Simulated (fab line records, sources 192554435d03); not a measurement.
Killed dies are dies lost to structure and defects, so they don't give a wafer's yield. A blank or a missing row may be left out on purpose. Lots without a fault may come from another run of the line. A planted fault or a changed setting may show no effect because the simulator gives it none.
fab line records | flow n5_finfet
record lots=12 wafers=36 last_day=19
route steps=1938 shown BEOL_M5@1176
lots that met no fault: from a run of the same line without faults
start_h: hours from the record's first day to the start of the lot's first wafer shown | wait_h: hours since the lot's step before | " the same as in the row above | L1.1+2: a row that stands for several wafers | - no value, or no start given | * or withheld: withheld | < > ~ a bound
route shown NAME@n: a module of which the file shows steps, and the number in the route of the first | usual: mean/standard deviation of fault-free wafers | same: alike in all rows | chamber/n: place in a boat | sites: the reading at each site | _std_site: their standard deviation | _edge_site: outer sites' mean less inner sites' | radius_mm: how far each site lies from the wafer's centre | mask NAME#n: copy n | behind: the tool/chamber that last shaped the wafer | hold: why the lot was held/for how many hours/how that ended | device: the transistor (n, p or np) that didn't switch | end of line: the same wafers' tests at the end of the route | a step without rows: its recipe alone | killed: dies lost to structure and defects at the first sort, not the wafer's yield | map: a wafer's dies, x killed, . not, _ none there
set.NAME: the setting as run; set.NAME@STEP: as run at that earlier step | model.NAME: the simulator's own value behind a step, which no gauge read
steps of the route over a sample of lots; a table a step, a row a wafer
services: from which hour (start_h, from the record's first day; less than 0 if before it) a tool's chamber was out of use, for how many hours, and why
## steps
# step N5_BEOL_M5_ANNEAL_49
# recipe temp_c=400 time_s=1800 ambient=vacuum
# usual heater_power_w=876/97 susceptor_temp_C_max=400.9/0.4
# columns lot.wafer tool chamber start_h wait_h heater_power_w susceptor_temp_C_max
L703.1 pvd_sputter-03 - 193.22 0.0 1011 401.0
L703.3 " - " " 754 400.5
L703.5 " - " " 995 400.8
L706.2 pvd_sputter-02 - 200.40 0.0 937 400.7
L706.5 " - " " 914 400.6
L706.6 " - " " 911 400.7
L705.1 pvd_sputter-01 - 202.38 0.0 998 400.8
L705.2 " - " " 761 401.4
L705.4 " - " " 871 401.6
L708.1 pvd_sputter-01 - 208.41 0.0 801 401.4
L708.3 " - " " 985 401.0
L708.5 " - " " 764 401.1
L709.1 pvd_sputter-03 - 234.28 0.0 770 401.1
L709.3 " - " " 1033 400.5
L709.5 " - " " 1018 400.5
L711.2 pvd_sputter-03 - 261.66 0.0 753 400.8
L711.3 " - " " 838 400.1
L711.5 " - " " 797 400.8
L722.3 pvd_sputter-02 - 336.50 0.0 1030 400.6
L722.4 " - " " 988 401.0
L722.5 " - " " 1025 400.5
L721.1 pvd_sputter-01 - 339.65 0.0 757 400.9
L721.2 " - " " 799 401.4
L721.6 " - " " 770 400.6
L720.1 pvd_sputter-02 - 342.58 0.0 923 400.6
L720.3 " - " " 912 401.3
L720.6 " - " " 1017 400.8
L723.1 pvd_sputter-03 - 343.22 0.0 841 400.8
L723.2 " - " " 1011 400.4
L723.3 " - " " 761 400.4
L726.1 pvd_sputter-03 - 357.36 0.0 1012 400.5
L726.2 " - " " 748 401.0
L726.5 " - " " 806 400.9
L724.4 pvd_sputter-01 - 357.92 0.0 866 401.3
L724.5 " - " " 766 400.9
L724.6 " - " " 814 401.5
# step N5_BEOL_M5_ANNEAL_82
# recipe temp_c=400 time_s=1800 ambient=vacuum
# usual heater_power_w=878/96 susceptor_temp_C_max=401.0/0.36
# columns lot.wafer tool chamber start_h wait_h heater_power_w susceptor_temp_C_max
L703.1 pvd_sputter-03 - 194.30 0.0 1037 400.7
L703.3 " - " " 761 400.8
L703.5 " - " " 1004 400.2
L706.2 pvd_sputter-02 - 201.49 0.0 931 400.5
L706.5 " - " " 894 400.5
L706.6 " - " " 930 401.1
L705.1 pvd_sputter-01 - 203.47 0.0 966 400.9
L705.2 " - " " 786 400.9
L705.4 " - " " 840 401.1
L708.1 pvd_sputter-01 - 209.50 0.0 813 401.2
L708.3 " - " " 991 400.9
L708.5 " - " " 756 401.1
L709.1 pvd_sputter-03 - 235.37 0.0 754 401.0
L709.3 " - " " 1015 400.9
L709.5 " - " " 1031 400.7
L711.2 pvd_sputter-03 - 262.75 0.0 781 400.6
L711.3 " - " " 842 400.7
L711.5 " - " " 778 401.1
L722.3 pvd_sputter-02 - 337.59 0.0 1014 400.7
L722.4 " - " " 957 400.5
L722.5 " - " " 1009 400.4
L721.1 pvd_sputter-01 - 340.74 0.0 761 401.2
L721.2 " - " " 795 400.9
L721.6 " - " " 758 401.0
L720.1 pvd_sputter-02 - 343.66 0.0 926 400.4
L720.3 " - " " 889 401.4
L720.6 " - " " 1032 400.6
L723.1 pvd_sputter-03 - 344.30 0.0 806 400.3
L723.2 " - " " 1027 401.6
L723.3 " - " " 780 401.1
L726.1 pvd_sputter-03 - 358.44 0.0 1006 401.4
L726.2 " - " " 765 401.5
L726.5 " - " " 792 401.0
L724.4 pvd_sputter-01 - 359.01 0.0 852 401.5
L724.5 " - " " 770 400.8
L724.6 " - " " 803 401.4
# step N5_BEOL_M5_SPUTTER_88
# recipe material=Cu target_thk_a=150 temp_c=-20 chamber_pressure_pa=0.07 power_w=withheld time_s=27.62
# usual throttle_valve_pct=29.9/1.2
# columns lot.wafer tool chamber start_h wait_h throttle_valve_pct
L703.1 pvd_sputter-03 - 196.40 0.5 31.3
L703.3 " - " " 29.3
L703.5 " - " " 31.1
L706.2 pvd_sputter-02 - 203.58 0.5 30.4
L706.5 " - " " 30.3
L706.6 " - " " 31.3
L705.1 pvd_sputter-01 - 205.56 0.5 30.1
L705.2 " - " " 28.7
L705.4 " - " " 30.2
L708.1 pvd_sputter-01 - 211.59 0.5 28.5
L708.3 " - " " 30.4
L708.5 " - " " 28.9
L709.1 pvd_sputter-03 - 237.46 0.5 29.3
L709.3 " - " " 31.0
L709.5 " - " " 31.0
L711.2 pvd_sputter-03 - 264.84 0.5 29.3
L711.3 " - " " 32.1
L711.5 " - " " 28.7
L722.3 pvd_sputter-02 - 339.68 0.5 30.0
L722.4 " - " " 28.6
L722.5 " - " " 30.2
L721.1 pvd_sputter-01 - 342.83 0.5 28.9
L721.2 " - " " 28.1
L721.6 " - " " 28.5
L720.1 pvd_sputter-02 - 345.76 0.5 30.2
L720.3 " - " " 31.5
L720.6 " - " " 30.4
L723.1 pvd_sputter-03 - 346.40 0.5 32.1
L723.2 " - " " 31.0
L723.3 " - " " 29.0
L726.1 pvd_sputter-03 - 360.54 0.5 31.1
L726.2 " - " " 29.2
L726.5 " - " " 28.8
L724.4 pvd_sputter-01 - 361.10 0.5 30.5
L724.5 " - " " 28.8
L724.6 " - " " 28.4
# step N5_BEOL_M5_CO_CAP_78
# recipe material=Co target_thk_a=20 temp_c=200 precursor=CCTBA/H2 pressure_torr=30 time_s=102.1
# usual chamber_pressure_Torr=30.00/0.066 heater_power_outer_w=125/20 heater_power_w=228/41
# columns lot.wafer tool chamber start_h wait_h chamber_pressure_Torr heater_power_outer_w heater_power_w
L703.1 cvd_co-02 0 198.61 0.0 30.02 127 220
L703.3 " 2 " " 30.03 108 209
L703.5 " 2 " " 29.98 108 208
L706.2 cvd_co-01 2 207.69 0.0 29.99 116 194
L706.5 " 0 " " 29.90 162 306
L706.6 " 2 " " 30.01 115 195
L705.1 cvd_co-01 1 207.80 0.0 30.06 101 180
L705.2 " 2 " " 29.92 113 197
L705.4 " 2 " " 30.03 114 190
L708.1 cvd_co-02 0 213.55 0.0 30.10 124 221
L708.3 " 1 " " 29.98 135 268
L708.5 " 0 " " 30.06 128 222
L709.1 cvd_co-02 1 239.42 0.0 29.89 138 265
L709.3 " 0 " " 29.89 127 216
L709.5 " 2 " " 29.99 106 207
L711.2 cvd_co-01 0 266.80 0.0 29.88 163 309
L711.3 " 1 " " 30.03 101 179
L711.5 " 0 " " 30.05 170 310
L722.3 cvd_co-01 0 341.64 0.0 30.07 163 318
L722.4 " 0 " " 30.01 168 308
L722.5 " 1 " " 30.01 100 180
L721.1 cvd_co-01 2 344.79 0.0 - - -
L721.2 " 0 " " - - -
L721.6 " 2 " " - - -
L720.1 cvd_co-02 0 347.74 0.0 - - -
L720.3 " 2 " " - - -
L720.6 " 2 " " - - -
L723.1 cvd_co-02 2 348.85 0.0 29.99 110 204
L723.2 " 0 " " 30.04 127 225
L723.3 " 0 " " 30.05 123 218
L726.1 cvd_co-02 1 362.50 0.0 30.01 133 260
L726.2 " 0 " " 30.00 128 218
L726.5 " 2 " " 29.98 109 210
L724.4 cvd_co-02 1 363.11 0.0 29.90 135 262
L724.5 " 2 " " 30.04 109 211
L724.6 " 0 " " 29.92 126 220
## services
# columns tool chamber start_h hours kind
cvd_co-02 - 183.14 0.6 repair
cvd_co-01 - 218.09 2.8 repair
cvd_co-01 - 232.07 6.9 pm
pvd_sputter-02 - 265.13 12.8 repair
cvd_co-02 1 333.33 - clean
cvd_co-02 1 333.33 22.0 scheduled_down
cvd_co-02 1 333.33 22.0 vent_cycle
cvd_co-01 - 334.60 2.8 pm
pvd_sputter-03 - 361.72 2.7 repair
## key
first_sign step=N5_BEOL_M5_CO_CAP_78 reading=tool_record direction=missing
effect none on later readings
met_at N5_BEOL_M5_CO_CAP_78
struck_lots L720,L721
not_acting_at N5_BEOL_M5_ANNEAL_49,N5_BEOL_M5_ANNEAL_82,N5_BEOL_M5_SPUTTER_88
onset_between 341.64 344.79
fault kind=skipped_step_whole tool=cvd_co-01,cvd_co-02 chamber=- onset_h=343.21 steps=N5_BEOL_M5_CO_CAP_78 scope=struck_lots_only
